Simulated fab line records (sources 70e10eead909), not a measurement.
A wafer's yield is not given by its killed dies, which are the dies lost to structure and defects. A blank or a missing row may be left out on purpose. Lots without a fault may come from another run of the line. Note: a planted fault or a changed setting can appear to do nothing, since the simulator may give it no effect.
Matching of chambers -- flow nandHarc -- NHARC_P_CONTACT_ALD_22 on aldMetal-03: 4 sister chambers
The step deposits TiN, target thk 3 nm, pulse time 1 s, ald cycles 150. 8 wafers are shown with their chamber, then 8 later ones without.

## EACH WAFER AND ITS CHAMBER
wafer,chamber,heaterPowerW (W),susceptorTempC (C)
L074.6,0,1225,449.78
L078.1,3,1100,450.29
L086.2,1,1049,449.93
L086.6,2,982,449.86
L088.1,2,999,450.00
L088.3,1,1038,449.75
L088.6,3,1087,449.99
L090.2,0,1260,449.84

## WAFERS WITH NO CHAMBER GIVEN
wafer,heaterPowerW (W),susceptorTempC (C)
L090.3,1097,450.11
L090.4,1055,450.49
L093.2,1007,449.95
L093.4,1057,449.82
L093.5,1288,450.07
L096.1,1088,450.04
L096.2,1035,450.17
L096.5,986,450.14

## WHICH CHAMBER EACH WENT THROUGH
wafer,from the rows above,in truth
L090.3,3,3
L090.4,can't be placed: 3 or 1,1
L093.2,can't be placed: 2 or 1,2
L093.4,1,1
L093.5,0,0
L096.1,3,3
L096.2,can't be placed: 1 or 2 or 3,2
L096.5,2,2
Correct placement for 5 of the 8. From these rows, 3 cannot be placed; in 3 the true chamber is one of the candidates. 0 placed wrongly.
How it was worked out, from the rows above alone: a wafer's distance from a chamber is the root of the sum, over the readings, of the square of ((its reading less the chamber's mean) divided by the reading's scatter). The wafer belongs to the nearest chamber; if the next one is less than 2 further off, it can't be placed. A chamber's mean is the mean of its shown wafers. How the scatter is found: for the shown wafers, subtract from each reading the mean of its chamber, square and add these, divide the total by (wafers less chambers), then take the root.
